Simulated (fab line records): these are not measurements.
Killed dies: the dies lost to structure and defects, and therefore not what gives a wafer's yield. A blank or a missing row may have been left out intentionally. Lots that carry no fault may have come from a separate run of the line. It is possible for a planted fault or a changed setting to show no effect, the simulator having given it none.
Chamber matching ; flow n5 finfet ; 4 sister chambers for N5_BEOL_M7_DESCUM_16 on rie diel-04
The step chemistry O2, time 7.9 s. 33 wafers are shown with their chamber, then 12 later ones without.

## WAFERS, EACH WITH ITS CHAMBER
wafer;chamber;drypump motor current A (A);showerhead plenum p Torr (Torr);throttle valve pct (%)
L075.2;0;5.3;2.10;20.27
L075.5;1;5.7;2.10;20.53
L075.6;2;4.7;1.98;20.43
L077.1;2;4.8;1.98;20.42
L077.3;1;5.7;2.10;20.55
L077.6;2;4.8;1.98;20.41
L078.4;1;5.6;2.10;20.55
L078.5;0;5.3;2.10;20.28
L078.6;3;6.4;2.07;20.52
L080.3;2;4.7;1.98;20.41
L080.4;3;6.4;2.07;20.54
L080.5;1;5.7;2.10;20.58
L081.2;2;4.7;1.98;20.43
L081.3;3;6.4;2.07;20.54
L081.5;3;6.4;2.07;20.54
L083.3;3;6.4;2.06;20.55
L083.4;2;4.8;1.97;20.44
L083.5;2;4.8;1.97;20.45
L082.2;0;5.3;2.09;20.28
L082.3;2;4.8;1.97;20.45
L082.6;0;5.3;2.09;20.30
L084.1;0;5.3;2.09;20.30
L084.4;3;6.5;2.06;20.55
L084.6;3;6.4;2.06;20.56
L086.1;0;5.3;2.09;20.31
L086.2;3;6.4;2.06;20.55
L086.3;1;5.6;2.09;20.57
L087.1;1;5.6;2.09;20.58
L087.2;0;5.4;2.09;20.32
L087.4;2;4.7;1.97;20.46
L085.1;3;6.4;2.06;20.55
L085.4;0;5.3;2.09;20.32
L085.6;0;5.3;2.09;20.30

SIGNATURES (means of the wafers above)
reading;chamber 0;chamber 1;chamber 2;chamber 3;scatter within a chamber
drypump motor current A;5.311;5.650;4.756;6.411;0.0435
showerhead plenum p Torr;2.0922;2.0967;1.9756;2.0644;0.00503
throttle valve pct;20.2978;20.5600;20.4333;20.5444;0.0168
Rule: for each reading, subtract the chamber's mean from the wafer's reading, divide by that reading's scatter and square the result; add these up over the readings and take the root, which gives the wafer's distance from the chamber. The wafer belongs to the nearest chamber; if the next one is less than 2 further off, it can't be placed. The scatter: the root of (the sum of the squares of (reading less its chamber's mean) over the shown wafers, divided by (wafers less chambers)).

## WAFERS WHOSE CHAMBER IS MISSING
wafer;drypump motor current A (A);showerhead plenum p Torr (Torr);throttle valve pct (%)
L089.2;6.5;2.06;20.59
L089.3;5.6;2.08;20.59
L089.6;5.6;2.08;20.61
L094.2;5.3;2.09;20.32
L094.3;4.8;2.23;19.99
L094.5;5.3;2.09;20.34
L095.1;4.8;2.23;19.97
L095.2;5.3;2.09;20.32
L095.4;5.6;2.08;20.62
L097.1;5.6;2.08;20.63
L097.4;5.3;2.08;20.34
L097.5;4.8;2.23;20.00

## WHICH CHAMBER EACH ONE RAN IN
wafer;from the rows above;in truth
L089.2;3;3
L089.3;1;1
L089.6;1;1
L094.2;0;0
L094.3;0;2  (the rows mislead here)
L094.5;0;0
L095.1;0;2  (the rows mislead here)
L095.2;0;0
L095.4;1;1
L097.1;1;1
L097.4;0;0
L097.5;0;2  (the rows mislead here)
9 of 12 placed correctly. Not placeable from these rows: 0. Placed wrongly: 3.
